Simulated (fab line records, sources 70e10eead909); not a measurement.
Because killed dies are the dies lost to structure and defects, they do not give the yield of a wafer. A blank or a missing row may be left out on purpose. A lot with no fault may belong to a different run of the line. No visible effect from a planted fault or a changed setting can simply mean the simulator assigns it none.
Which tool is to blame?    flow nand harc    72 wafers from 24 lots sampled at 4 of the route's 1302 steps

== WHAT EACH GAUGE READ, for each wafer ==
NHARC_P_M2_CD_MEAS_16. Usual: cd nm at 170.0 nm, with a standard deviation of 0.67.
lot   measured      on         cd nm (nm)         flag
L074  day 6 08:13   cd sem-01  169.0 170.6 170.1  
L075  day 6 20:56   cd sem-01  170.6 170.0 170.4  
L076  day 7 03:31   cd sem-01  170.3 171.0 170.6  
L077  day 7 17:49   cd sem-03  170.2 170.8 169.9  
L078  day 8 06:16   cd sem-03  168.0 168.9 168.9  
L079  day 8 13:37   cd sem-02  169.6 170.2 169.3  
L080  day 9 02:19   cd sem-02  169.4 169.8 170.2  
L081  day 9 15:05   cd sem-02  168.8 170.1 169.4  
L082  day 10 03:47  cd sem-03  169.3 170.1 170.3  
L083  day 10 09:17  cd sem-01  170.1 170.7 170.0  
L084  day 11 01:50  cd sem-03  169.8 169.0 170.4  
L085  day 11 02:53  cd sem-01  169.5 169.9 169.7  
L086  day 11 16:49  cd sem-03  170.4 170.2 169.8  
L088  day 12 10:22  cd sem-01  169.2 169.5 169.1  
L087  day 12 11:38  cd sem-03  169.3 170.1 168.9  
L089  day 12 16:45  cd sem-02  170.6 171.2 170.3  
L090  day 12 20:26  cd sem-02  169.8 169.8 169.3  
L091  day 13 08:38  cd sem-02  169.9 170.1 170.0  
L092  day 13 21:18  cd sem-01  170.4 170.9 171.1  
L093  day 14 15:20  cd sem-02  170.9 169.7 170.8  
L094  day 14 16:40  cd sem-03  171.0 170.3 169.9  
L095  day 15 06:19  cd sem-02  169.7 169.2 169.3  
L097  day 15 23:04  cd sem-01  170.3 170.8 170.6  
L096  day 15 23:50  cd sem-02  171.3 171.3 171.0  

== TOOL THAT RAN EACH LOT (tool first, then ch and the chambers of the sampled wafers, then the start) ==
lot   NHARC_P_GATE_DESCUM_48              NHARC_P_M0_CMP_23              NHARC_P_M1_DESCUM_14
L074  rie diel-09 ch 0,1,2, day 5 10:53   cmp-02 ch 1,3, day 6 01:37     rie diel-05 ch 1,3, day 6 03:40
L075  rie diel-06 ch 1,2,3, day 6 00:07   cmp-02 ch 1,2, day 6 14:22     rie diel-02 ch 2,3, day 6 16:25
L076  rie diel-09 ch 0,1,3, day 6 07:05   cmp-04 ch 0,1,2, day 6 21:08   rie diel-05 ch 0,1,2, day 6 23:10
L077  rie diel-09 ch 1,2, day 6 21:02     cmp-01 ch 0,1,2, day 7 11:27   rie diel-05 ch 1,2, day 7 13:31
L078  rie diel-09 ch 0,1,2, day 7 08:40   cmp-04 ch 0,2,3, day 7 23:44   rie diel-02 ch 1,2,3, day 8 01:44
L079  rie diel-09 ch 0,2, day 7 16:05     cmp-01 ch 0,2,3, day 8 07:01   rie diel-05 ch 1,2,3, day 8 09:03
L080  rie diel-09 ch 0,1,3, day 8 05:11   cmp-04 ch 1,2,3, day 8 19:44   rie diel-05 ch 1,2,3, day 8 21:47
L081  rie diel-09 ch 0,1,3, day 8 18:14   cmp-02 ch 1,2,3, day 9 08:32   rie diel-05 ch 0,1,2, day 9 10:26
L082  rie diel-06 ch 0,1, day 9 02:01     cmp-02 ch 0,2, day 9 16:20     rie diel-12 ch 0,2,3, day 9 18:13
L083  rie diel-09 ch 2,3, day 9 12:23     cmp-01 ch 0,3, day 10 02:46    rie diel-05 ch 0,1,3, day 10 04:50
L084  rie diel-09 ch 0,2,3, day 10 04:32  cmp-01 ch 0,1,2, day 10 19:16  rie diel-02 ch 0,1,3, day 10 21:20
L085  rie diel-07 ch 0,2, day 10 05:46    cmp-01 ch 0,1,2, day 10 20:22  rie diel-02 ch 0,2,3, day 10 22:17
L086  rie diel-09 ch 0,1, day 10 19:22    cmp-04 ch 0,1,3, day 11 10:20  rie diel-02 ch 0,1, day 11 12:20
L088  rie diel-09 ch 1,2, day 11 13:20    cmp-04 ch 0,2,3, day 12 04:04  rie diel-02 ch 0,1, day 12 06:00
L087  rie diel-07 ch 0,2,3, day 11 13:53  cmp-04 ch 0,3, day 12 05:13    rie diel-05 ch 1,3, day 12 07:14
L089  rie diel-07 ch 0,3, day 11 20:05    cmp-01 ch 1,2,3, day 12 10:25  rie diel-05 ch 2,3, day 12 12:23
L090  rie diel-07 ch 0,3, day 11 23:37    cmp-02 ch 0,1, day 12 13:56    rie diel-05 ch 1,3, day 12 15:58
L091  rie diel-07 ch 1,2,3, day 12 11:21  cmp-01 ch 1,3, day 13 01:40    rie diel-02 ch 0,1, day 13 03:41
L092  rie diel-09 ch 0,1, day 13 00:29    cmp-01 ch 0,1, day 13 14:48    rie diel-02 ch 2,3, day 13 16:51
L093  rie diel-09 ch 1,2,3, day 13 18:07  cmp-01 ch 0,1,2, day 14 08:50  rie diel-02 ch 0,1,2, day 14 10:53
L094  rie diel-06 ch 0,2,3, day 13 18:57  cmp-02 ch 1,2,3, day 14 10:08  rie diel-02 ch 0,1,2, day 14 12:09
L095  rie diel-07 ch 0,1,3, day 14 08:52  cmp-01 ch 0,1,2, day 14 23:44  rie diel-02 ch 0,1,2, day 15 01:49
L097  rie diel-06 ch 1,2,3, day 15 02:03  cmp-04 ch 0,2,3, day 15 16:35  rie diel-05 ch 0,2,3, day 15 18:37
L096  rie diel-07 ch 0,1,2, day 15 02:56  cmp-01 ch 0,1,2, day 15 17:22  rie diel-05 ch 1,2,3, day 15 19:24
- NHARC_P_GATE_DESCUM_48: chemistry O2, time 3 s.
- NHARC_P_M0_CMP_23: polishes, t overpolish 20 s, target thk 117.54 nm.
- NHARC_P_M1_DESCUM_14: chemistry O2, time 3 s.

== AS READ BY THE TOOLS THEMSELVES (means over the sampled wafers that have a number; for cases with no such wafer, the mark the record gives instead) ==
NHARC_P_GATE_DESCUM_48. Usual: drypump motor current A 5.4 A, standard deviation 0.36; oes product au 1.002 a.u., standard deviation 0.007; rf vpp V 57.9 V, standard deviation 1; showerhead plenum p Torr 1.92 Torr, standard deviation 0.075; throttle valve pct 11.310 %, standard deviation 0.0093.
lot   tool         drypump motor current A (A)  oes product au (a.u.)  rf vpp V (V)  showerhead plenum p Torr (Torr)  throttle valve pct (%)  flag
L074  rie diel-09  5.2                          1.003                  57.6          1.96                             11.311                  
L075  rie diel-06  5.4                          0.998                  57.4          1.91                             11.308                  
L076  rie diel-09  5.4                          1.010                  57.5          1.93                             11.310                  
L077  rie diel-09  5.0                          1.005                  57.0          1.95                             11.308                  
L078  rie diel-09  5.2                          1.006                  58.2          1.96                             11.312                  
L079  rie diel-09  5.4                          1.003                  58.1          1.94                             11.303                  
L080  rie diel-09  5.4                          1.007                  58.0          1.93                             11.311                  
L081  rie diel-09  5.4                          0.998                  58.3          1.93                             11.308                  
L082  rie diel-06  5.1                          0.993                  58.2          1.87                             11.309                  
L083  rie diel-09  5.5                          0.991                  59.4          1.88                             11.309                  
L084  rie diel-09  5.5                          1.001                  57.5          1.91                             11.310                  
L085  rie diel-07  5.4                          0.998                  57.8          1.86                             11.307                  
L086  rie diel-09  5.1                          1.009                  58.2          1.97                             11.309                  
L088  rie diel-09  5.0                          1.007                  58.3          1.94                             11.311                  
L087  rie diel-07  5.6                          1.007                  59.1          1.90                             11.304                  
L089  rie diel-07  5.8                          0.999                  58.8          1.95                             11.302                  
L090  rie diel-07  5.8                          0.998                  58.8          1.95                             11.302                  
L091  rie diel-07  5.6                          1.006                  57.5          1.90                             11.308                  
L092  rie diel-09  5.3                          1.015                  57.5          1.99                             11.315                  
L093  rie diel-09  5.3                          1.002                  57.9          1.89                             11.309                  
L094  rie diel-06  5.5                          0.998                  58.3          1.95                             11.320                  
L095  rie diel-07  5.8                          1.005                  57.4          1.97                             11.314                  
L097  rie diel-06  5.4                          0.998                  57.5          1.90                             11.309                  
L096  rie diel-07  5.6                          1.003                  58.1          1.92                             11.312                  

NHARC_P_M0_CMP_23. Usual: motor current A 12.5 A, standard deviation 1.3; time to endpoint s 28.0 s, standard deviation 2.6.
lot   tool    motor current A (A)  time to endpoint s (s)  flag
L074  cmp-02  12.7                 27.9                    
L075  cmp-02  12.1                 27.8                    
L076  cmp-04  12.7                 28.6                    
L077  cmp-01  12.7                 28.6                    
L078  cmp-04  12.1                 27.0                    
L079  cmp-01  13.3                 25.4                    
L080  cmp-04  12.6                 28.9                    
L081  cmp-02  12.4                 28.5                    
L082  cmp-02  11.8                 31.1                    
L083  cmp-01  12.5                 25.4                    
L084  cmp-01  12.8                 25.5                    
L085  cmp-01  12.6                 26.3                    
L086  cmp-04  12.4                 29.0                    
L088  cmp-04  12.3                 31.2                    
L087  cmp-04  12.5                 31.1                    
L089  cmp-01  12.7                 23.7                    
L090  cmp-02  12.2                 28.5                    
L091  cmp-01  10.8                 27.0                    
L092  cmp-01  11.2                 27.8                    
L093  cmp-01  12.4                 24.7                    
L094  cmp-02  12.5                 32.7                    
L095  cmp-01  12.6                 27.9                    
L097  cmp-04  12.2                 29.5                    
L096  cmp-01  13.0                 27.0                    

NHARC_P_M1_DESCUM_14. Usual: drypump motor current A 5.9 A, standard deviation 0.56; oes product au 0.998 a.u., standard deviation 0.0071; rf vpp V 57.7 V, standard deviation 0.89; showerhead plenum p Torr 1.88 Torr, standard deviation 0.089; throttle valve pct 11.311 %, standard deviation 0.0092.
lot   tool         drypump motor current A (A)  oes product au (a.u.)  rf vpp V (V)  showerhead plenum p Torr (Torr)  throttle valve pct (%)  flag
L074  rie diel-05  6.0                          0.997                  57.5          1.86                             11.304                  
L075  rie diel-02  5.5                          0.999                  57.9          1.87                             11.317                  
L076  rie diel-05  6.3                          1.003                  58.3          1.93                             11.307                  
L077  rie diel-05  6.3                          0.998                  58.1          1.85                             11.297                  
L078  rie diel-02  5.8                          1.006                  57.0          1.90                             11.313                  
L079  rie diel-05  6.2                          0.997                  57.4          1.85                             11.307                  
L080  rie diel-05  6.2                          1.005                  57.2          1.85                             11.314                  
L081  rie diel-05  6.3                          0.987                  57.7          1.93                             11.316                  
L082  rie diel-12  6.1                          0.997                  57.6          1.91                             11.307                  
L083  rie diel-05  6.1                          0.998                  58.1          1.94                             11.307                  
L084  rie diel-02  5.7                          1.000                  57.1          1.89                             11.308                  
L085  rie diel-02  5.3                          1.001                  57.5          1.86                             11.310                  
L086  rie diel-02  5.4                          1.000                  57.9          1.82                             11.313                  
L088  rie diel-02  5.3                          0.988                  57.9          1.82                             11.301                  
L087  rie diel-05  6.0                          0.999                  57.5          1.86                             11.307                  
L089  rie diel-05  5.8                          0.998                  57.8          1.82                             11.313                  
L090  rie diel-05  6.4                          0.998                  57.8          1.89                             11.307                  
L091  rie diel-02  5.3                          0.991                  57.4          1.82                             11.308                  
L092  rie diel-02  5.6                          1.001                  57.8          1.92                             11.309                  
L093  rie diel-02  5.5                          0.994                  57.4          1.83                             11.317                  
L094  rie diel-02  5.5                          1.004                  57.3          1.83                             11.305                  
L095  rie diel-02  5.5                          1.001                  56.6          1.83                             11.309                  
L097  rie diel-05  6.0                          1.000                  57.7          1.90                             11.309                  
L096  rie diel-05  6.2                          0.994                  58.1          1.85                             11.316                  

== THE ANSWER, worked out from the rows above alone ==
Rule: take the mean of a lot's wafers that have a number; if it is more than 3 standard deviations from the usual mean, the lot is off. A lot without any number at a reading at which 4 lots or more have one is off too. Where the step has rows for the other lots, those lots are counted as sound. After the gauges, taken in route order, come the tools' own readings; for these a lot's mean is taken, as printed above. The first step at which some lot is off is used, and at that step the reading that is off furthest; a lot without a number counts as furthest.
Across all readings shown, no lot is off: no conclusion can be drawn from this.

== WHAT THE SIMULATOR HAD PUT IN ==
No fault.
